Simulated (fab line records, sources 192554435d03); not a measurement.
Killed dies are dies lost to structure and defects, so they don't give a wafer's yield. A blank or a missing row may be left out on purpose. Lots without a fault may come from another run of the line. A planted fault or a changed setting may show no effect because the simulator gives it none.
Tool commonality check | flow n5_finfet | 9 lots, 27 wafers sampled

WHY IT WAS OPENED
At N5_BEOL_M2_OCD_MEAS_38 the reading trench_depth_nm is flagged on 3 of 9 lots. Wafers without a fault read 55.6 nm, standard deviation 1.
Rule: a lot is flagged when every wafer of it that has a number lies more than 4 standard deviations from that mean, or none has a number. The other lots count as sound.

lot  | measured     | on     | trench_depth_nm (nm), wafer by wafer | flag
L904 | day 7 17:21  | ocd-02 | 55.6 54.9 57.1                       |
L906 | day 8 04:08  | ocd-02 | 54.7 55.4 54.8                       |
L909 | day 9 01:11  | ocd-02 | 54.7 55.2 55.4                       |
L910 | day 9 10:50  | ocd-02 | 56.1 53.5 56.0                       |
L912 | day 9 19:02  | ocd-01 | 61.3 62.7 62.7                       | FLAGGED
L913 | day 9 22:45  | ocd-01 | 60.8 61.5 61.1                       | FLAGGED
L915 | day 10 13:10 | ocd-02 | 62.7 63.1 64.0                       | FLAGGED
L920 | day 11 17:47 | ocd-02 | 56.7 55.6 54.8                       |
L923 | day 12 15:53 | ocd-02 | 58.0 55.1 54.8                       |
The numbers of the flagged lots are 62.2 nm on average: +6.6 nm against the usual, or +7 standard deviations.

WHICH TOOL RAN EACH LOT
The record holds 1 process step before the reading, out of a route of 1938 steps. In each cell: the tool, then ch and the chambers that the sampled wafers went through, then the start.
lot  | flag    | N5_BEOL_M2_TRENCH_ETCH_37
L904 |         | rie_diel-01 ch 0,1,2, day 7 17:12
L906 |         | rie_diel-01 ch 2,3, day 8 03:59
L909 |         | rie_diel-01 ch 0,1,2, day 9 01:01
L910 |         | rie_diel-06 ch 0,1, day 9 10:41
L912 | FLAGGED | rie_diel-01 ch 0,3, day 9 18:53
L913 | FLAGGED | rie_diel-01 ch 1,3, day 9 22:35
L915 | FLAGGED | rie_diel-01 ch 0,1,2, day 10 13:01
L920 |         | rie_diel-06 ch 0,1,2, day 11 17:38
L923 |         | rie_diel-03 ch 2,3, day 12 15:44
What these steps do:
- N5_BEOL_M2_TRENCH_ETCH_37: etches SiOC in C4F6/O2, target depth 55.555 nm, time 29.2 s.
- N5_BEOL_M2_OCD_MEAS_38

FLAGGED OVER TOTAL, TOOL BY TOOL (the gauges that took the reading come last)
step                      | tool        | lots run | flagged | share of the flagged lots | sound lots run after its first flagged lot
N5_BEOL_M2_TRENCH_ETCH_37 | rie_diel-01 | 6        | 3       | all                       | 0
N5_BEOL_M2_TRENCH_ETCH_37 | rie_diel-03 | 1        | 0       | none                      | -
N5_BEOL_M2_TRENCH_ETCH_37 | rie_diel-06 | 2        | 0       | none                      | -
N5_BEOL_M2_OCD_MEAS_38    | ocd-01      | 2        | 2       | some                      | 0
N5_BEOL_M2_OCD_MEAS_38    | ocd-02      | 7        | 1       | some                      | 2 (L920,L923)

WHAT THE TABLE ALLOWS
1 row of the table ran every flagged lot: rie_diel-01 at N5_BEOL_M2_TRENCH_ETCH_37.
- rie_diel-01 at N5_BEOL_M2_TRENCH_ETCH_37: 3 of its 6 lots flagged. Its last sound lot is L909 (day 9 01:01), its first flagged lot L912 (day 9 18:53): a fault that began between those two fits. Its own readings lie more than 4 standard deviations out on every wafer of the flagged lots: run_length_s.
One tool is left: rie_diel-01 at N5_BEOL_M2_TRENCH_ETCH_37.

WHAT THE SIMULATOR HAD PUT IN
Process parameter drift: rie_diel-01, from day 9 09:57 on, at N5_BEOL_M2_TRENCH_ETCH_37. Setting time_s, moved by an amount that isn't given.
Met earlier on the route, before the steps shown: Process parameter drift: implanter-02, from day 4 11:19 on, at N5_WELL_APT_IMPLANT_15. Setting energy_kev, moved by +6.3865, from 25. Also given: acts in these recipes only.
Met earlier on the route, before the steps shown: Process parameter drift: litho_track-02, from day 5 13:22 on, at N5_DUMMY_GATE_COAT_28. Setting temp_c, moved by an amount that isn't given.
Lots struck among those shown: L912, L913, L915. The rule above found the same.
